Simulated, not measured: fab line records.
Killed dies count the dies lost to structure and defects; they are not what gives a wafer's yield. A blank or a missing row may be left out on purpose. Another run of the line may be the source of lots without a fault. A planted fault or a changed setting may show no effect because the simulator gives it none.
Matching of chambers	flow n5-finfet	rie-si-03 running N5_FIN_SAQP_ETCH_65: 4 sister chambers
The step etches SiO2 in CF4, target depth 4 nm, time 4.4 s. 18 wafers are shown with their chamber, then 9 later ones without.

## WAFERS PAIRED WITH THEIR CHAMBERS
wafer	chamber	throttle-valve-pct (%)	drypump-motor-current-A (A)	oes-product-au (a.u.)
L075.3	2	22.0	5.7	1.001
L075.4	3	22.1	6.3	0.981
L075.6	2	22.0	5.7	0.994
L081.1	2	22.0	5.7	0.992
L081.2	1	21.1	5.5	0.955
L081.4	0	21.4	5.5	1.039
L085.1	0	21.4	5.5	1.038
L085.2	2	22.0	5.7	0.998
L085.3	1	21.1	5.5	0.967
L085.4	3	22.1	6.3	0.994
L085.5	2	22.1	5.7	0.988
L085.6	3	22.0	6.3	0.984
L088.1	2	22.0	5.7	0.999
L088.2	0	21.4	5.5	1.040
L088.4	1	21.1	5.6	0.967
L089.1	3	22.0	6.3	0.978
L089.3	1	21.1	5.5	0.970
L089.5	2	22.0	5.6	1.004

SIGNATURES, as means of the wafers listed above
reading	chamber 0	chamber 1	chamber 2	chamber 3	scatter within a chamber
throttle-valve-pct	21.400	21.100	22.014	22.050	0.0364
drypump-motor-current-A	5.500	5.525	5.686	6.300	0.0339
oes-product-au	1.03900	0.96475	0.99657	0.98425	0.00575
Rule: for each reading, subtract the chamber's mean from the wafer's reading, divide by that reading's scatter and square the result; add these up over the readings and take the root, which gives the wafer's distance from the chamber. The wafer belongs to the nearest chamber; if the next one is less than 2 further off, it can't be placed. The scatter is the square root of a quotient: the sum, over the shown wafers, of each reading's squared deviation from its chamber's mean, divided by wafers minus chambers.

## WAFERS WITH NO CHAMBER GIVEN
wafer	throttle-valve-pct (%)	drypump-motor-current-A (A)	oes-product-au (a.u.)
L094.1	21.1	5.5	0.968
L094.2	21.4	5.5	1.026
L094.3	22.0	5.7	0.989
L094.4	21.1	5.5	0.957
L094.5	21.4	5.5	1.041
L094.6	22.1	5.7	0.999
L095.1	21.4	5.5	1.031
L095.5	21.1	5.5	0.966
L095.6	21.4	5.5	1.041

## EACH ONE'S CHAMBER
wafer	from the rows above	in truth
L094.1	1	1
L094.2	0	0
L094.3	2	2
L094.4	1	1
L094.5	0	0
L094.6	2	2
L095.1	0	0
L095.5	1	1
L095.6	0	0
9 of 9 placed correctly. Not placeable from these rows: 0. 0 placed wrongly.
